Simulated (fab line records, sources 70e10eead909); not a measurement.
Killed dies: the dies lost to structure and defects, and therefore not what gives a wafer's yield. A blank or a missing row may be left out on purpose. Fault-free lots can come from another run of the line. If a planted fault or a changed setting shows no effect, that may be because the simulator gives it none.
Problem report, 8D (eight disciplines) form, completed by code :: flow nand-harc :: the parts of the form that need people (team, actions taken, sign-off) are left out

== 1. WHAT WENT WRONG ==
Wafers without a fault read 1002 nm, standard deviation 12; thk-nm at NHARC_A_ONON_D1_THK_MEAS_30 reads a mean of 1781 nm on 6 wafers belonging to 2 lots. That puts it +65 standard deviations away from the usual mean.
The step: measures by ellipsometry.
Seen first at day 13 18:22 on film-metro-01, wafer L575.3. Wafers with a number at this step in the record: 42, from 14 lots. Rule for "out" (also "out of limits"): further than 4 standard deviations from the usual mean. The other wafers with a number count as sound.

== 2. WHAT IT IS; WHAT IT IS NOT ==
question: which readings at this step
is: thk-nm
is not: -

question: which lots
is: L575, L576
is not: L562, L564, L566, L567, L568, L569, L571, L572, L573, L574, L584, L585

question: which wafers of those lots
is: all that have a number
is not: -

question: read on which gauges
is: film-metro-01, film-metro-02
is not: -

question: when
is: from day 13 18:22
is not: up to then (30 sound wafers); but 6 sound wafers of L584, L585 came after

== 3. THE SUSPECTS, EACH WITH WHAT RULES IT OUT ==
Counting: a tool at any process step up to the reading remains a suspect when it ran all the lots that are out and ran no sound lot after the first of those.
- the gauge at NHARC_A_ONON_D1_THK_MEAS_30 is ruled out. The wafers that are out were read on 2 gauges (film-metro-01, film-metro-02).
- pecvd-onon-02 at NHARC_A_ONON_D1_DEP_28 (target thk 1000 nm): ruled out as a lasting fault. After its first lot that is out, L575 (day 13 17:58), sound lots L584 ran on it.
Left after counting: nothing in the record.

== 4. THE CAUSE (what the simulator had put in) ==
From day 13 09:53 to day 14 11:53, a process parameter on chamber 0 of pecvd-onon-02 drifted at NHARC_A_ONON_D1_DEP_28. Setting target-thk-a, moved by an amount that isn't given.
It was ruled out by counting, in error; the rule expects a fault to strike all lots run on its tool from its start on, and this fault did not.

== 5. SEQUENCE OF EFFECTS, ordered by route ==
One row per reading whose mean, taken over the struck wafers that have a number, lies over 3 standard deviations from the usual. Scope: only readings with a usual standard deviation given in the record; hours: median across lots of the time from each lot's start at the first step in this table that gives one to its start at this step; sigmas: change in usual standard deviations.
hours: 0
step: NHARC_A_ONON_D1_THK_MEAS_30
reading: thk-nm
usual: 1002 nm
on struck wafers: 1781
change: +779
sigmas: +65

hours: 387
step: NHARC_END_SORT_01
reading: killed-at-array
usual: 57
on struck wafers: 671
change: +614
sigmas: +31

hours: 387
step: NHARC_END_SORT_01
reading: killed-dies
usual: 62
on struck wafers: 677
change: +615
sigmas: +29

== 6. HOW IT WOULD HAVE BEEN CAUGHT EARLIER ==
8 hours passed between the start of the fault at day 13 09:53 and the first reading out of limits at a measuring or inspecting step in this record, taken at day 13 18:22.
